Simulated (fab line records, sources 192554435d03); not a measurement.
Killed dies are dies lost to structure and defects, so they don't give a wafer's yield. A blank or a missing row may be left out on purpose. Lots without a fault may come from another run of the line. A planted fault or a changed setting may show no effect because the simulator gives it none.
Chamber matching | flow n5_finfet | N5_MOL_CONTACT_COAG_DESCUM_45 on rie_diel-04: 4 sister chambers
The step chemistry O2, time 7 s. 8 wafers are shown with their chamber, then 11 later ones without.

WAFERS WITH THEIR CHAMBER
wafer  | chamber | drypump_motor_current_A (A) | throttle_valve_pct (%)
L083.4 | 1       | 5.5                         | 20.56
L087.6 | 0       | 6.2                         | 19.94
L089.3 | 2       | 5.1                         | 20.08
L089.6 | 0       | 6.3                         | 19.91
L090.2 | 3       | 5.5                         | 20.43
L090.5 | 1       | 5.5                         | 20.59
L090.6 | 2       | 5.1                         | 20.08
L092.1 | 3       | 5.5                         | 20.43

WAFERS WITHOUT THEIR CHAMBER
wafer  | drypump_motor_current_A (A) | throttle_valve_pct (%)
L092.4 | 5.5                         | 20.58
L092.6 | 5.5                         | 20.61
L094.1 | 5.1                         | 20.11
L094.2 | 5.4                         | 20.61
L094.6 | 5.5                         | 20.44
L096.2 | 5.5                         | 20.45
L096.4 | 5.5                         | 20.62
L096.5 | 5.1                         | 20.11
L097.1 | 5.5                         | 20.61
L097.2 | 5.2                         | 20.11
L097.5 | 5.1                         | 20.12

WHICH CHAMBER EACH WENT THROUGH
wafer  | from the rows above | in truth
L092.4 | 1                   | 1
L092.6 | 1                   | 1
L094.1 | 2                   | 2
L094.2 | 1                   | 1
L094.6 | 3                   | 3
L096.2 | 3                   | 3
L096.4 | 1                   | 1
L096.5 | 2                   | 2
L097.1 | 1                   | 1
L097.2 | 2                   | 2
L097.5 | 2                   | 2
Placed correctly: 11 of 11. Can't be placed from these rows: 0. Placed wrongly: 0.
How it was worked out, from the rows above alone: a wafer's distance from a chamber is the root of the sum, over the readings, of the square of ((its reading less the chamber's mean) divided by the reading's scatter). The wafer belongs to the nearest chamber; if the next one is less than 2 further off, it can't be placed. A chamber's mean is the mean of its shown wafers. The scatter: the root of (the sum of the squares of (reading less its chamber's mean) over the shown wafers, divided by (wafers less chambers)).
